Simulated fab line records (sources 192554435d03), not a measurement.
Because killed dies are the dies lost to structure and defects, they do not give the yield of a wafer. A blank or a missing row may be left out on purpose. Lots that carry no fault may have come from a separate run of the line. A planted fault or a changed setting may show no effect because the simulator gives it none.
Shared-tool check :: flow n5-finfet :: 11 lots and 33 wafers in the sample

## WHY IT WAS OPENED
Of 11 lots, 2 have the reading V6_OVL flagged at N5_BEOL_M7_OVL_MEAS_29. No-fault wafers: -0.1 nm, standard deviation 0.75.
Rule: a lot is flagged when every wafer of it that has a number lies more than 4 standard deviations from that mean, or none has a number. The rest of the lots are taken to be sound.

lot: L485
measured: day 12 04:26
on: overlay-01
V6_OVL (nm), wafer by wafer: 0.5 1.2 0.1
flag: 

lot: L484
measured: day 12 07:23
on: overlay-01
V6_OVL (nm), wafer by wafer: -0.8 -1.4 -0.3
flag: 

lot: L486
measured: day 12 23:05
on: overlay-02
V6_OVL (nm), wafer by wafer: -0.7 -0.6 0.9
flag: 

lot: L487
measured: day 13 02:23
on: overlay-02
V6_OVL (nm), wafer by wafer: -0.2 -0.3 -0.8
flag: 

lot: L483
measured: day 14 23:12
on: overlay-01
V6_OVL (nm), wafer by wafer: 0.4 -0.9 -0.2
flag: 

lot: L498
measured: day 15 22:54
on: overlay-02
V6_OVL (nm), wafer by wafer: 8.1 8.1 9.2
flag: FLAGGED

lot: L499
measured: day 16 06:47
on: overlay-01
V6_OVL (nm), wafer by wafer: 9.2 9.2 9.4
flag: FLAGGED

lot: L501
measured: day 16 08:50
on: overlay-01
V6_OVL (nm), wafer by wafer: 1.8 1.8 0.4
flag: 

lot: L500
measured: day 16 08:53
on: overlay-01
V6_OVL (nm), wafer by wafer: 0.7 0.6 1.2
flag: 

lot: L502
measured: day 16 14:01
on: overlay-01
V6_OVL (nm), wafer by wafer: -0.4 -0.3 -0.6
flag: 

lot: L503
measured: day 16 17:47
on: overlay-01
V6_OVL (nm), wafer by wafer: 0.7 0.9 0.7
flag: 
On average the flagged lots' numbers are 8.9 nm, which is +9.0 nm against the usual, or +12 standard deviations.

## WHICH TOOL EACH LOT WENT THROUGH
Before the reading, the record contains 2 process steps out of a 1938-step route. Cell contents, in order: the tool; ch with the chambers the sampled wafers went through; the start.
lot: L485
flag: 
N5_BEOL_M7_HM_OPEN_17: rie-metal-01 ch 0,1, day 12 02:19
N5_BEOL_M7_EXPOSE_25: euv-scanner-01 ch 0, day 12 04:17

lot: L484
flag: 
N5_BEOL_M7_HM_OPEN_17: rie-metal-02 ch 0,1, day 12 05:37
N5_BEOL_M7_EXPOSE_25: euv-scanner-02 ch 0, day 12 07:14

lot: L486
flag: 
N5_BEOL_M7_HM_OPEN_17: rie-metal-03 ch 0, day 12 21:17
N5_BEOL_M7_EXPOSE_25: euv-scanner-02 ch 0, day 12 22:55

lot: L487
flag: 
N5_BEOL_M7_HM_OPEN_17: rie-metal-01 ch 0, day 13 00:54
N5_BEOL_M7_EXPOSE_25: euv-scanner-01 ch 0, day 13 02:14

lot: L483
flag: 
N5_BEOL_M7_HM_OPEN_17: rie-metal-03 ch 0,1, day 14 22:29
N5_BEOL_M7_EXPOSE_25: euv-scanner-01 ch 0, day 14 23:02

lot: L498
flag: FLAGGED
N5_BEOL_M7_HM_OPEN_17: rie-metal-01 ch 0,1, day 15 22:09
N5_BEOL_M7_EXPOSE_25: euv-scanner-02 ch 0, day 15 22:44

lot: L499
flag: FLAGGED
N5_BEOL_M7_HM_OPEN_17: rie-metal-03 ch 0,1, day 16 05:40
N5_BEOL_M7_EXPOSE_25: euv-scanner-02 ch 0, day 16 06:38

lot: L501
flag: 
N5_BEOL_M7_HM_OPEN_17: rie-metal-02 ch 0,1, day 16 05:55
N5_BEOL_M7_EXPOSE_25: euv-scanner-01 ch 0, day 16 08:40

lot: L500
flag: 
N5_BEOL_M7_HM_OPEN_17: rie-metal-02 ch 0, day 16 06:52
N5_BEOL_M7_EXPOSE_25: euv-scanner-01 ch 0, day 16 08:43

lot: L502
flag: 
N5_BEOL_M7_HM_OPEN_17: rie-metal-03 ch 0,1, day 16 10:34
N5_BEOL_M7_EXPOSE_25: euv-scanner-01 ch 0, day 16 13:52

lot: L503
flag: 
N5_BEOL_M7_HM_OPEN_17: rie-metal-01 ch 0,1, day 16 15:35
N5_BEOL_M7_EXPOSE_25: euv-scanner-01 ch 0, day 16 17:38
What is done by these steps:
- N5_BEOL_M7_HM_OPEN_17: chemistry Cl2/BCl3, target TiN, target depth 20 nm, overetch 6 nm.
- N5_BEOL_M7_EXPOSE_25: exposes mask V6, target cd 40 nm.
- N5_BEOL_M7_OVL_MEAS_29

## FLAGGED OVER TOTAL, TOOL BY TOOL (the gauges that took the reading come last)
step: N5_BEOL_M7_HM_OPEN_17
tool: rie-metal-01
lots run: 4
flagged: 1
share of the flagged lots: some
sound lots run after its first flagged lot: 1 (L503)

step: N5_BEOL_M7_HM_OPEN_17
tool: rie-metal-02
lots run: 3
flagged: 0
share of the flagged lots: none
sound lots run after its first flagged lot: -

step: N5_BEOL_M7_HM_OPEN_17
tool: rie-metal-03
lots run: 4
flagged: 1
share of the flagged lots: some
sound lots run after its first flagged lot: 1 (L502)

step: N5_BEOL_M7_EXPOSE_25
tool: euv-scanner-01
lots run: 7
flagged: 0
share of the flagged lots: none
sound lots run after its first flagged lot: -

step: N5_BEOL_M7_EXPOSE_25
tool: euv-scanner-02
lots run: 4
flagged: 2
share of the flagged lots: all
sound lots run after its first flagged lot: 0

step: N5_BEOL_M7_OVL_MEAS_29
tool: overlay-01
lots run: 8
flagged: 1
share of the flagged lots: some
sound lots run after its first flagged lot: 4 (L501,L500,L502,L503)

step: N5_BEOL_M7_OVL_MEAS_29
tool: overlay-02
lots run: 3
flagged: 1
share of the flagged lots: some
sound lots run after its first flagged lot: 0

## WHAT THE TABLE PERMITS
1 row of the table ran every flagged lot: euv-scanner-02 at N5_BEOL_M7_EXPOSE_25.
- euv-scanner-02 at N5_BEOL_M7_EXPOSE_25 ran 4 lots, 2 of them flagged. Last sound lot L486 at day 12 22:55, first flagged lot L498 at day 15 22:44; a fault beginning in between fits.
Just one tool remains: euv-scanner-02 at N5_BEOL_M7_EXPOSE_25.

## WHAT WAS PUT IN BY THE SIMULATOR
Scanner matching overlay: euv-scanner-02, from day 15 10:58 on, at N5_BEOL_M7_EXPOSE_25. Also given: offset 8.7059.
Lots struck among those shown: L498, L499. The rule above found the same.
